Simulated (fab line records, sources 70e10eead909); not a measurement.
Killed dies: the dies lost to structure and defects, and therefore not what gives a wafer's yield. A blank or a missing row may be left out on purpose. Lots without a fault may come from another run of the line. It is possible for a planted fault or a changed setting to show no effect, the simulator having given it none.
Chamber matching | flow nand-harc | 4 sister chambers for NHARC_P_M0_DESCUM_14 on rie-diel-11
The step chemistry O2, time 3 s. 4 wafers are shown with their chamber, then 12 later ones without.

## WAFERS WITH THEIR CHAMBER
wafer  | chamber | showerhead-plenum-p-Torr (Torr)
L083.4 | 0       | 1.76
L086.6 | 1       | 1.77
L087.5 | 2       | 1.83
L087.6 | 3       | 1.93

## WAFERS WHOSE CHAMBER IS MISSING
wafer  | showerhead-plenum-p-Torr (Torr)
L089.2 | 1.83
L089.5 | 1.83
L089.6 | 2.08
L092.2 | 1.82
L092.3 | 1.92
L092.4 | 1.77
L095.2 | 2.07
L095.5 | 2.07
L095.6 | 1.92
L096.1 | 1.77
L096.3 | 2.07
L096.6 | 1.92

## THE CHAMBER EACH PASSED THROUGH
wafer  | from the rows above               | in truth
L089.2 | can't be placed: 2 or 1 or 0 or 3 | 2
L089.5 | can't be placed: 2 or 1 or 0 or 3 | 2
L089.6 | can't be placed: 3 or 2 or 1      | 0
L092.2 | can't be placed: 2 or 1 or 0 or 3 | 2
L092.3 | can't be placed: 3 or 2 or 1 or 0 | 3
L092.4 | can't be placed: 1 or 0 or 2 or 3 | 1
L095.2 | can't be placed: 3 or 2 or 1      | 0
L095.5 | can't be placed: 3 or 2 or 1      | 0
L095.6 | can't be placed: 3 or 2 or 1 or 0 | 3
L096.1 | can't be placed: 1 or 0 or 2 or 3 | 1
L096.3 | can't be placed: 3 or 2 or 1      | 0
L096.6 | can't be placed: 3 or 2 or 1 or 0 | 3
Correctly placed: 0 of 12. Unplaceable from these rows: 12, with the true chamber sitting among the candidates in 8. Placed wrongly: 0.
How it was worked out, from the rows above alone: a wafer's distance from a chamber is the root of the sum, over the readings, of the square of ((its reading less the chamber's mean) divided by the reading's scatter). The wafer belongs to the nearest chamber; if the next one is less than 2 further off, it can't be placed. A chamber's mean is the mean of its shown wafers. The scatter (one wafer shown for each chamber): square how far every hidden wafer sits from the nearest shown wafer, average those squares and take the square root.
